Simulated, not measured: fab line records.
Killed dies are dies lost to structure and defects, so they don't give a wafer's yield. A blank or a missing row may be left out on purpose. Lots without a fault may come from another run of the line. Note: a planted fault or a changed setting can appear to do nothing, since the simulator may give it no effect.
fab line records	flow n5-finfet
[record] lots = 24	wafers = 72	last-day = 18
route steps=1938 shown BEOL_M2@928 BEOL_M3@932 BEOL_M4@1024
lots untouched by any fault: they come from a run of this same line in which no faults occurred
start-h: the number of hours between the record's first day and the start of the first shown wafer of the lot	wait-h: time in hours since the lot's previous step	" as in the row above	L1.1+2: a row that stands for several wafers	- no value, or no start given	* or withheld: withheld	< > ~ a bound
route shown NAME@n: a module of which the file shows steps, and the number in the route of the first	usual: average and standard deviation across the fault-free wafers	same: alike in all rows	chamber/n: place in a boat	sites: readings site by site	_std_site: how widely they spread, as a standard deviation	_edge_site: outer sites' mean less inner sites'	radius-mm: how far each site lies from the wafer's centre	mask NAME#n: copy n	behind: the last tool/chamber to shape the wafer	hold: cause of the lot's hold/its duration in hours/its outcome	device: which transistor (n, p or np) failed to switch	end of line: the same wafers' tests at the end of the route	step lacking rows: just its recipe	killed: not the wafer's yield, but the dies lost to structure and defects at the first sort	map: a wafer's dies, x killed, . not, _ none there
set.NAME: the setting as run; set.NAME@STEP: as run at that earlier step	model.NAME: the simulator's own value behind a step, which no gauge read
a sample of lots followed through the steps of the route, with each step as a table and each wafer as a row
services: a tool's chamber out of use, with start hour (start-h, from the record's first day; less than 0 if before it), hours out, and reason
[[steps]]
[step N5_BEOL_M2_DEP_57]
[recipe] material = SiCN	target-thk-a = 80	temp-c = withheld	precursor = 3MS/NH3	pressure-torr = 3	rf-w = 202	time-s = 14
[usual] showerhead-plenum-p-Torr = 3.670/0.013	throttle-valve-pct = 9.0/0.37
lot.wafer	tool	chamber	start-h	wait-h	showerhead-plenum-p-Torr	throttle-valve-pct
L074.1	pecvd-01	1	148.26	0.0	3.665	9.1
L074.4	"	0	"	"	3.649	8.8
L074.6	"	1	"	"	3.673	9.2
L075.2	pecvd-01	2	149.84	0.0	3.668	9.2
L075.3	"	1	"	"	3.661	9.0
L075.6	"	1	"	"	3.657	8.8
L076.1	pecvd-01	2	173.41	0.0	3.675	8.9
L076.3	"	1	"	"	3.657	9.0
L076.6	"	0	"	"	3.655	9.1
L078.2	pecvd-03	2	175.29	0.0	3.672	9.3
L078.3	"	0	"	"	3.701	8.5
L078.5	"	1	"	"	3.662	9.7
L081.1	pecvd-02	2	181.76	0.0	3.656	8.6
L081.2	"	0	"	"	3.669	9.3
L081.4	"	0	"	"	3.666	9.6
L077.2	pecvd-03	0	182.14	0.0	3.694	8.3
L077.4	"	0	"	"	3.698	8.5
L077.6	"	1	"	"	3.658	9.8
L079.1	pecvd-03	1	182.80	0.0	3.670	9.6
L079.5	"	1	"	"	3.664	9.7
L079.6	"	2	"	"	3.671	9.3
L080.1	pecvd-03	1	184.05	0.0	3.665	9.6
L080.3	"	2	"	"	3.683	9.1
L080.5	"	2	"	"	3.670	9.2
L082.2	pecvd-01	1	185.52	0.0	3.668	8.8
L082.3	"	2	"	"	3.681	8.9
L082.4	"	0	"	"	3.656	8.9
L083.1	pecvd-02	0	196.96	0.0	3.668	9.4
L083.5	"	1	"	"	3.664	9.0
L083.6	"	0	"	"	3.673	9.3
L084.3	pecvd-02	1	203.44	0.0	3.679	9.0
L084.4	"	1	"	"	3.678	8.9
L084.6	"	0	"	"	3.676	9.4
L085.1	pecvd-02	2	220.72	0.0	3.657	8.8
L085.3	"	0	"	"	3.664	9.2
L085.5	"	2	"	"	3.656	8.8
L086.1	pecvd-02	0	225.34	0.0	3.674	9.3
L086.3	"	1	"	"	3.681	8.9
L086.6	"	2	"	"	3.645	8.9
L087.2	pecvd-02	2	225.53	0.0	3.651	8.9
L087.5	"	0	"	"	3.669	9.4
L087.6	"	1	"	"	3.666	8.8
L088.1	pecvd-02	1	240.02	0.0	3.671	9.1
L088.4	"	1	"	"	3.668	9.2
L088.5	"	2	"	"	3.660	8.7
L091.2	pecvd-03	0	249.83	0.0	3.696	8.5
L091.3	"	1	"	"	3.670	9.6
L091.5	"	2	"	"	3.673	8.3
L089.1	pecvd-02	2	250.06	0.0	3.656	8.7
L089.4	"	2	"	"	3.651	8.9
L089.6	"	2	"	"	3.667	8.9
L090.3	pecvd-02	1	254.93	0.0	3.664	9.0
L090.4	"	2	"	"	3.657	9.0
L090.6	"	2	"	"	3.657	8.8
L093.3	pecvd-03	2	262.05	0.0	3.677	8.4
L093.5	"	0	"	"	3.702	8.5
L093.6	"	2	"	"	3.671	8.3
L092.1	pecvd-01	2	267.37	0.0	3.682	9.0
L092.2	"	0	"	"	3.663	9.1
L092.5	"	0	"	"	3.657	9.0
L094.2	pecvd-01	1	269.25	0.0	3.659	9.1
L094.3	"	2	"	"	3.674	8.9
L094.6	"	1	"	"	3.662	9.0
L095.2	pecvd-03	1	271.96	0.0	3.653	9.9
L095.5	"	2	"	"	3.681	8.5
L095.6	"	1	"	"	3.659	10.0
L096.4	pecvd-02	1	285.03	0.0	3.672	9.1
L096.5	"	2	"	"	3.662	9.0
L096.6	"	0	"	"	3.679	8.7
L097.2	pecvd-01	1	285.50	0.0	3.663	9.0
L097.3	"	0	"	"	3.668	9.2
L097.6	"	1	"	"	3.647	9.0
[step N5_BEOL_M3_THK_MEAS_01]
[recipe] reads = SiOC_of_BEOL_M3_ILD_DEP_00
[usual] M3_ILD_THK = 79.4/1.1
lot.wafer	tool	chamber	start-h	wait-h	M3_ILD_THK[nm]
L074.1	film-metro-02	-	148.45	0.0	77.6
L074.4	"	-	"	"	79.2
L074.6	"	-	"	"	80.2
L075.2	film-metro-02	-	150.03	0.1	80.0
L075.3	"	-	"	"	77.9
L075.6	"	-	"	"	79.1
L076.1	film-metro-02	-	173.61	0.0	76.9
L076.3	"	-	"	"	76.9
L076.6	"	-	"	"	78.5
L078.2	film-metro-02	-	175.49	0.1	79.3
L078.3	"	-	"	"	78.6
L078.5	"	-	"	"	80.4
L081.1	film-metro-01	-	181.96	0.0	78.1
L081.2	"	-	"	"	78.9
L081.4	"	-	"	"	78.6
L077.2	film-metro-02	-	182.34	0.1	80.3
L077.4	"	-	"	"	82.1
L077.6	"	-	"	"	80.2
L079.1	film-metro-02	-	182.99	0.0	79.9
L079.5	"	-	"	"	80.7
L079.6	"	-	"	"	80.1
L080.1	film-metro-02	-	184.25	0.0	79.2
L080.3	"	-	"	"	80.4
L080.5	"	-	"	"	80.9
L082.2	film-metro-01	-	185.73	0.1	80.2
L082.3	"	-	"	"	79.8
L082.4	"	-	"	"	80.5
L083.1	film-metro-01	-	197.15	0.0	79.2
L083.5	"	-	"	"	81.3
L083.6	"	-	"	"	81.1
L084.3	film-metro-01	-	203.64	0.1	80.2
L084.4	"	-	"	"	79.9
L084.6	"	-	"	"	80.7
L085.1	film-metro-02	-	220.91	0.0	77.8
L085.3	"	-	"	"	77.9
L085.5	"	-	"	"	79.5
L086.1	film-metro-01	-	225.56	0.1	76.8
L086.3	"	-	"	"	78.8
L086.6	"	-	"	"	77.0
L087.2	film-metro-02	-	225.74	0.1	79.8
L087.5	"	-	"	"	80.0
L087.6	"	-	"	"	80.8
L088.1	film-metro-01	-	240.24	0.0	79.7
L088.4	"	-	"	"	80.9
L088.5	"	-	"	"	79.3
L091.2	film-metro-02	-	250.03	0.1	79.9
L091.3	"	-	"	"	77.8
L091.5	"	-	"	"	81.7
L089.1	film-metro-02	-	250.28	0.0	79.3
L089.4	"	-	"	"	80.3
L089.6	"	-	"	"	80.2
L090.3	film-metro-01	-	255.13	0.1	78.0
L090.4	"	-	"	"	78.0
L090.6	"	-	"	"	80.6
L093.3	film-metro-01	-	262.25	0.1	79.1
L093.5	"	-	"	"	80.0
L093.6	"	-	"	"	81.4
L092.1	film-metro-01	-	267.57	0.0	78.8
L092.2	"	-	"	"	78.9
L092.5	"	-	"	"	80.0
L094.2	film-metro-01	-	269.46	0.1	78.4
L094.3	"	-	"	"	78.6
L094.6	"	-	"	"	80.9
L095.2	film-metro-01	-	272.16	0.1	78.1
L095.5	"	-	"	"	80.9
L095.6	"	-	"	"	79.5
L096.4	film-metro-02	-	285.23	0.1	79.2
L096.5	"	-	"	"	78.9
L096.6	"	-	"	"	77.3
L097.2	film-metro-01	-	285.70	0.1	79.0
L097.3	"	-	"	"	78.9
L097.6	"	-	"	"	80.1
[step N5_BEOL_M3_STRIP_97]
[recipe] chemistry = N2/H2	time-s = 10	power-w = 450	temp-c = 40	pressure-mtorr = 20	rf-frequency-hz = 6e+07	bias-power-w = 7	n2-flow-sccm = 200	h2-flow-sccm = 200
[usual] drypump-motor-current-A = 5.8/0.47	oes-product-au = 0.83/0.067	rf-vpp-V = 59.3/0.92	showerhead-plenum-p-Torr = 2.53/0.078	temp-c = 40.00/0.089	throttle-valve-pct = 23.4/0.39
lot.wafer	tool	chamber	start-h	wait-h	drypump-motor-current-A	oes-product-au	rf-hours-counter-h	rf-vpp-V	showerhead-plenum-p-Torr	temp-c	throttle-valve-pct
L074.1	rie-diel-05	1	-	-	5.9	0.67	241	61.0	2.59	40.10	23.2
L074.4	"	0	"	"	5.1	0.71	180	58.9	2.44	40.02	23.7
L074.6	"	0	"	"	5.2	0.71	-	57.8	2.44	39.97	23.7
L075.2	rie-diel-03	0	-	-	6.0	0.84	54	61.1	2.58	40.18	24.2
L075.3	"	1	"	"	6.6	0.77	150	59.5	2.52	40.05	23.4
L075.6	"	2	"	"	5.8	0.79	-	59.4	2.57	40.07	23.2
L076.1	rie-diel-03	0	-	-	6.0	0.83	63	60.4	2.58	40.15	24.2
L076.3	"	1	"	"	6.6	0.77	159	59.4	2.52	40.10	23.4
L076.6	"	2	"	"	5.8	0.78	-	60.0	2.56	40.02	23.2
L078.2	rie-diel-01	1	-	-	5.4	0.86	35	61.3	2.48	39.97	22.8
L078.3	"	0	"	"	5.5	0.90	27	59.9	2.47	40.01	23.4
L078.5	"	3	"	"	6.0	0.86	-	58.7	2.57	40.00	23.5
L081.1	rie-diel-03	3	-	-	6.6	0.89	34	59.5	2.69	40.15	23.6
L081.2	"	1	"	"	6.6	0.77	161	61.0	2.52	39.93	23.4
L081.4	"	2	"	"	5.8	0.78	113	59.1	2.56	40.17	23.2
L077.2	rie-diel-01	3	-	-	6.0	0.85	53	57.2	2.57	39.95	23.5
L077.4	"	0	"	"	5.5	0.91	28	58.9	2.47	39.75	23.4
L077.6	"	1	"	"	5.4	0.87	-	60.2	2.48	39.93	22.8
L079.1	rie-diel-01	2	-	-	5.3	0.92	25	57.9	2.45	40.09	23.1
L079.5	"	0	"	"	5.5	0.91	-	59.0	2.46	39.89	23.4
L079.6	"	1	"	"	5.4	0.87	-	59.6	2.48	39.98	22.8
L080.1	rie-diel-03	2	-	-	5.8	0.78	115	57.7	2.56	39.90	23.2
L080.3	"	3	"	"	6.5	0.89	36	60.1	2.69	39.95	23.6
L080.5	"	3	"	"	6.5	0.89	-	61.0	2.69	40.01	23.6
L082.2	rie-diel-01	1	-	-	5.4	0.87	38	59.1	2.48	40.06	22.8
L082.3	"	0	"	"	5.5	0.90	30	60.1	2.46	39.99	23.4
L082.4	"	3	"	"	6.0	0.85	55	60.8	2.57	39.92	23.5
L083.1	rie-diel-05	2	-	-	5.0	0.85	71	58.8	2.45	40.06	23.6
L083.5	"	2	"	"	5.0	0.85	-	57.5	2.45	40.01	23.6
L083.6	"	1	"	"	5.9	0.66	-	60.6	2.59	40.10	23.3
L084.3	rie-diel-05	3	-	-	5.8	0.72	-	60.1	2.63	39.84	23.9
L084.4	"	2	"	"	5.1	0.84	-	58.7	2.45	39.92	23.6
L084.6	"	2	"	"	5.0	0.85	-	59.0	2.45	39.92	23.6
L085.1	rie-diel-03	3	-	-	6.5	0.86	47	60.5	2.69	39.95	23.6
L085.3	"	2	"	"	5.8	0.77	125	60.4	2.56	40.00	23.2
L085.5	"	2	"	"	5.8	0.77	-	60.4	2.56	40.02	23.2
L086.1	rie-diel-01	2	-	-	5.3	0.88	37	59.8	2.44	39.89	23.1
L086.3	"	0	"	"	5.5	0.88	42	60.6	2.46	39.98	23.4
L086.6	"	1	"	"	5.4	0.86	-	58.6	2.47	40.13	22.8
L087.2	rie-diel-01	3	-	-	6.0	0.84	69	60.1	2.56	40.00	23.6
L087.5	"	0	"	"	5.5	0.90	-	58.0	2.46	40.27	23.4
L087.6	"	1	"	"	5.4	0.85	-	58.1	2.47	39.98	22.8
L088.1	rie-diel-01	1	-	-	5.4	0.84	54	58.8	2.47	39.91	22.8
L088.4	"	3	"	"	6.0	0.83	72	59.3	2.56	39.94	23.6
L088.5	"	0	"	"	5.5	0.87	-	58.9	2.46	39.99	23.5
L091.2	rie-diel-03	2	-	-	5.8	0.76	133	58.5	2.55	40.00	23.2
L091.3	"	3	"	"	6.5	0.86	54	60.1	2.68	39.96	23.6
L091.5	"	1	"	"	6.6	0.74	-	59.7	2.51	39.97	23.4
L089.1	rie-diel-05	1	-	-	6.0	0.99	4	58.6	2.59	40.11	22.9
L089.4	"	3	"	"	5.8	0.71	220	58.7	2.62	40.01	23.9
L089.6	"	1	"	"	6.0	1.00	-	60.1	2.59	40.04	22.9
L090.3	rie-diel-01	1	-	-	5.4	0.83	58	57.9	2.47	40.03	22.8
L090.4	"	2	"	"	5.3	0.87	46	59.2	2.44	39.85	23.1
L090.6	"	0	"	"	5.5	0.86	-	58.7	2.46	40.14	23.5
L093.3	rie-diel-03	2	-	-	5.8	0.76	138	59.5	2.55	40.07	23.2
L093.5	"	1	"	"	6.6	0.73	-	60.3	2.51	39.96	23.4
L093.6	"	2	"	"	5.8	0.76	-	60.8	2.55	40.00	23.2
L092.1	rie-diel-01	2	-	-	5.3	0.86	49	59.2	2.44	39.90	23.1
L092.2	"	1	"	"	5.4	0.83	62	58.3	2.47	39.92	22.8
L092.5	"	1	"	"	5.4	0.83	-	58.3	2.47	40.12	22.8
L094.2	rie-diel-01	1	-	-	5.4	0.83	63	59.5	2.47	39.95	22.8
L094.3	"	2	"	"	5.3	0.87	51	58.8	2.44	39.94	23.1
L094.6	"	2	"	"	5.3	0.88	-	58.2	2.43	40.11	23.1
L095.2	rie-diel-03	0	-	-	6.0	0.79	95	60.6	2.56	40.17	24.3
L095.5	"	3	"	"	6.5	0.85	-	59.6	2.68	39.96	23.7
L095.6	"	2	"	"	5.8	0.75	-	59.5	2.55	40.02	23.3
L097.2	rie-diel-01	3	-	-	6.1	0.81	87	59.4	2.56	40.17	23.6
L097.3	"	0	"	"	5.5	0.85	61	60.9	2.45	39.99	23.5
L097.6	"	2	"	"	5.3	0.86	-	60.2	2.43	39.93	23.1
L096.4	rie-diel-03	3	-	-	6.5	0.85	67	58.9	2.68	40.09	23.6
L096.5	"	0	"	"	6.0	0.79	-	58.7	2.56	39.84	24.3
L096.6	"	3	"	"	6.5	0.85	-	59.2	2.68	39.97	23.7
[step N5_BEOL_M3_SPUTTER_92]
[recipe] material = Cu	target-thk-a = 45	temp-c = -20	chamber-pressure-pa = 0.07	power-w = withheld	time-s = 8.29
[usual] throttle-valve-pct = 29.8/0.93
lot.wafer	tool	chamber	start-h	wait-h	throttle-valve-pct
L074.1	pvd-sputter-03	-	158.16	0.1	30.2
L074.4	"	-	"	"	30.8
L074.6	"	-	"	"	30.9
L075.2	pvd-sputter-02	-	165.08	0.1	28.9
L075.3	"	-	"	"	29.7
L075.6	"	-	"	"	28.9
L076.1	pvd-sputter-02	-	192.17	0.1	27.6
L076.3	"	-	"	"	29.8
L076.6	"	-	"	"	30.8
L078.2	pvd-sputter-01	-	193.47	0.1	30.2
L078.3	"	-	"	"	29.2
L078.5	"	-	"	"	30.0
L081.1	pvd-sputter-01	-	195.63	0.1	30.1
L081.2	"	-	"	"	30.2
L081.4	"	-	"	"	28.9
L077.2	pvd-sputter-03	-	195.66	0.1	31.1
L077.4	"	-	"	"	29.7
L077.6	"	-	"	"	29.9
L079.1	pvd-sputter-03	-	198.41	0.1	30.1
L079.5	"	-	"	"	31.0
L079.6	"	-	"	"	30.0
L080.1	pvd-sputter-02	-	198.65	0.1	30.0
L080.3	"	-	"	"	27.5
L080.5	"	-	"	"	28.6
L082.2	pvd-sputter-01	-	198.83	0.1	29.3
L082.3	"	-	"	"	30.1
L082.4	"	-	"	"	30.1
L083.1	pvd-sputter-01	-	205.64	0.1	29.8
L083.5	"	-	"	"	30.0
L083.6	"	-	"	"	29.3
L084.3	pvd-sputter-01	-	209.71	0.1	30.1
L084.4	"	-	"	"	30.5
L084.6	"	-	"	"	29.8
L085.1	pvd-sputter-02	-	231.85	0.1	30.2
L085.3	"	-	"	"	30.1
L085.5	"	-	"	"	30.0
L086.1	pvd-sputter-03	-	239.07	0.1	29.8
L086.3	"	-	"	"	29.6
L086.6	"	-	"	"	31.1
L087.2	pvd-sputter-03	-	242.83	0.1	30.7
L087.5	"	-	"	"	30.1
L087.6	"	-	"	"	31.2
L088.1	pvd-sputter-02	-	254.12	0.1	30.6
L088.4	"	-	"	"	28.9
L088.5	"	-	"	"	29.9
L091.2	pvd-sputter-02	-	257.70	0.1	28.6
L091.3	"	-	"	"	30.8
L091.5	"	-	"	"	28.6
L089.1	pvd-sputter-01	-	260.36	0.1	29.3
L089.4	"	-	"	"	29.9
L089.6	"	-	"	"	29.8
L090.3	pvd-sputter-03	-	265.68	0.1	30.8
L090.4	"	-	"	"	30.2
L090.6	"	-	"	"	31.0
L093.3	pvd-sputter-01	-	275.10	0.1	29.7
L093.5	"	-	"	"	30.2
L093.6	"	-	"	"	30.5
L092.1	pvd-sputter-03	-	276.52	0.1	30.9
L092.2	"	-	"	"	31.2
L092.5	"	-	"	"	30.1
L094.2	pvd-sputter-02	-	279.85	0.1	27.7
L094.3	"	-	"	"	28.7
L094.6	"	-	"	"	27.6
L095.2	pvd-sputter-03	-	292.33	0.1	29.8
L095.5	"	-	"	"	31.2
L095.6	"	-	"	"	29.5
L097.2	pvd-sputter-01	-	299.59	0.1	30.3
L097.3	"	-	"	"	29.1
L097.6	"	-	"	"	30.3
L096.4	pvd-sputter-01	-	303.17	0.1	29.3
L096.5	"	-	"	"	29.8
L096.6	"	-	"	"	29.4
[step N5_BEOL_M3_PRE_CLEAN_60]
[recipe] gas = NH3/H2	time-s = 15	temp-c = *	rf-power-w = 300
[usual] heater-power-w = 90/23
lot.wafer	tool	chamber	start-h	wait-h	heater-power-w
L074.1	cvd-co-01	0	159.42	0.0	65
L074.4	"	0	"	"	65
L074.6	"	1	"	"	75
L075.2	cvd-co-02	1	166.34	0.0	130
L075.3	"	0	"	"	86
L075.6	"	0	"	"	84
L076.1	cvd-co-02	2	193.43	0.0	98
L076.3	"	1	"	"	128
L076.6	"	1	"	"	130
L078.2	cvd-co-02	2	194.76	0.0	98
L078.3	"	0	"	"	85
L078.5	"	2	"	"	96
L081.1	cvd-co-01	2	197.02	0.1	63
L081.2	"	0	"	"	66
L081.4	"	0	"	"	67
L077.2	cvd-co-02	2	197.09	0.0	99
L077.4	"	2	"	"	97
L077.6	"	0	"	"	87
L079.1	cvd-co-01	2	199.68	0.0	65
L079.5	"	0	"	"	70
L079.6	"	1	"	"	77
L080.1	cvd-co-02	1	199.99	0.1	134
L080.3	"	0	"	"	81
L080.5	"	0	"	"	86
L082.2	cvd-co-02	2	200.26	0.1	96
L082.3	"	0	"	"	85
L082.4	"	2	"	"	99
L083.1	cvd-co-02	0	206.92	0.0	84
L083.5	"	1	"	"	130
L083.6	"	0	"	"	83
L084.3	cvd-co-02	2	211.12	0.0	100
L084.4	"	2	"	"	97
L084.6	"	1	"	"	137
L085.1	cvd-co-02	2	233.11	0.0	100
L085.3	"	1	"	"	129
L085.5	"	2	"	"	100
L086.1	cvd-co-01	2	240.52	0.0	65
L086.3	"	1	"	"	73
L086.6	"	2	"	"	66
L087.2	cvd-co-01	2	244.11	0.0	65
L087.5	"	2	"	"	66
L087.6	"	0	"	"	66
L088.1	cvd-co-02	1	255.62	0.3	133
L088.4	"	2	"	"	98
L088.5	"	1	"	"	131
L091.2	cvd-co-01	1	259.01	0.1	74
L091.3	"	0	"	"	67
L091.5	"	2	"	"	65
L089.1	cvd-co-02	1	261.62	0.0	132
L089.4	"	0	"	"	84
L089.6	"	2	"	"	98
L090.3	cvd-co-01	2	266.94	0.0	66
L090.4	"	0	"	"	66
L090.6	"	2	"	"	66
L093.3	cvd-co-02	2	276.39	0.0	99
L093.5	"	0	"	"	86
L093.6	"	2	"	"	100
L092.1	cvd-co-01	0	277.78	0.0	66
L092.2	"	1	"	"	76
L092.5	"	2	"	"	65
L094.2	cvd-co-01	0	281.13	0.0	68
L094.3	"	2	"	"	66
L094.6	"	0	"	"	67
L095.2	cvd-co-02	1	293.59	0.0	133
L095.5	"	1	"	"	135
L095.6	"	2	"	"	100
L097.2	cvd-co-01	2	301.27	0.1	66
L097.3	"	0	"	"	66
L097.6	"	2	"	"	67
L096.4	cvd-co-02	2	304.64	0.1	99
L096.5	"	1	"	"	130
L096.6	"	0	"	"	87
[step N5_BEOL_M4_HM_DEP_02]
[recipe] material = TiN	target-thk-a = 200	temp-c = 25	chamber-pressure-pa = 0.49996
[usual] throttle-valve-pct = 30.1/0.73
lot.wafer	tool	chamber	start-h	wait-h	throttle-valve-pct
L074.1	pvd-sputter-01	-	160.43	0.6	30.2
L074.4	"	-	"	"	29.3
L074.6	"	-	"	"	29.1
L075.2	pvd-sputter-03	-	169.34	2.5	30.9
L075.3	"	-	"	"	30.3
L075.6	"	-	"	"	30.8
L076.1	pvd-sputter-01	-	194.03	0.2	30.4
L076.3	"	-	"	"	29.9
L076.6	"	-	"	"	30.3
L078.2	pvd-sputter-03	-	196.18	1.0	31.1
L078.3	"	-	"	"	30.6
L078.5	"	-	"	"	31.0
L081.1	pvd-sputter-02	-	199.17	1.7	28.9
L081.2	"	-	"	"	30.8
L081.4	"	-	"	"	29.9
L077.2	pvd-sputter-01	-	199.35	1.9	29.4
L077.4	"	-	"	"	30.3
L077.6	"	-	"	"	30.0
L079.1	pvd-sputter-01	-	200.15	0.1	29.4
L079.5	"	-	"	"	29.9
L079.6	"	-	"	"	29.1
L080.1	pvd-sputter-03	-	202.54	2.1	29.7
L080.3	"	-	"	"	30.6
L080.5	"	-	"	"	30.9
L082.2	pvd-sputter-03	-	202.64	2.0	29.9
L082.3	"	-	"	"	31.1
L082.4	"	-	"	"	29.8
L083.1	pvd-sputter-03	-	207.66	0.3	29.8
L083.5	"	-	"	"	30.9
L083.6	"	-	"	"	29.7
L084.3	pvd-sputter-02	-	212.25	0.7	28.8
L084.4	"	-	"	"	27.6
L084.6	"	-	"	"	30.5
L085.1	pvd-sputter-03	-	234.87	1.3	31.0
L085.3	"	-	"	"	30.8
L085.5	"	-	"	"	30.0
L086.1	pvd-sputter-03	-	244.13	3.2	29.9
L086.3	"	-	"	"	30.7
L086.6	"	-	"	"	31.1
L087.2	pvd-sputter-03	-	244.97	0.5	29.8
L087.5	"	-	"	"	29.7
L087.6	"	-	"	"	30.8
L088.1	pvd-sputter-01	-	256.09	0.1	30.0
L088.4	"	-	"	"	30.3
L088.5	"	-	"	"	30.1
L091.2	pvd-sputter-01	-	261.22	1.8	29.0
L091.3	"	-	"	"	30.1
L091.5	"	-	"	"	30.1
L089.1	pvd-sputter-03	-	262.88	0.8	31.0
L089.4	"	-	"	"	29.6
L089.6	"	-	"	"	30.3
L090.3	pvd-sputter-03	-	268.08	0.7	29.6
L090.4	"	-	"	"	30.7
L090.6	"	-	"	"	29.9
L093.3	pvd-sputter-02	-	277.43	0.6	29.8
L093.5	"	-	"	"	30.0
L093.6	"	-	"	"	28.5
L092.1	pvd-sputter-01	-	280.99	2.8	30.2
L092.2	"	-	"	"	29.4
L092.5	"	-	"	"	30.0
L094.2	pvd-sputter-01	-	282.11	0.6	29.1
L094.3	"	-	"	"	30.6
L094.6	"	-	"	"	29.0
L095.2	pvd-sputter-01	-	296.17	2.2	29.7
L095.5	"	-	"	"	29.3
L095.6	"	-	"	"	29.8
L097.2	pvd-sputter-03	-	303.00	1.3	31.1
L097.3	"	-	"	"	31.1
L097.6	"	-	"	"	30.1
L096.4	pvd-sputter-01	-	306.67	1.6	29.9
L096.5	"	-	"	"	30.1
L096.6	"	-	"	"	30.2
[[services]]
tool	chamber	start-h	hours	kind
rie-diel-03	-	134.45	2.8	pm
pvd-sputter-02	-	138.18	3.5	repair
rie-diel-05	-	139.00	2.8	pm
pecvd-01	1	139.24	2.1	scheduled-down
rie-diel-05	3	158.44	5.2	repair
cvd-co-02	2	163.16	7.5	repair
rie-diel-05	-	183.76	15.6	pm
cvd-co-01	0	188.27	2.6	repair
rie-diel-05	0	200.72	8.9	repair
pecvd-03	2	202.38	-	clean
rie-diel-05	1	203.12	7.6	repair
rie-diel-05	3	215.05	2.0	repair
cvd-co-01	-	218.10	0.7	repair
pecvd-02	0	226.95	-	clean
pecvd-02	0	226.95	29.5	scheduled-down
pecvd-02	0	226.95	29.5	vent-cycle
pecvd-03	-	227.45	0.9	repair
cvd-co-01	-	244.77	0.8	repair
pecvd-02	0	256.45	2.1	scheduled-down
rie-diel-03	3	256.81	3.9	repair
pecvd-02	-	266.68	5.9	repair
pecvd-03	2	281.80	4.3	repair
cvd-co-02	-	298.91	4.3	pm
cvd-co-01	-	304.14	0.2	repair
[[key]]
fault none
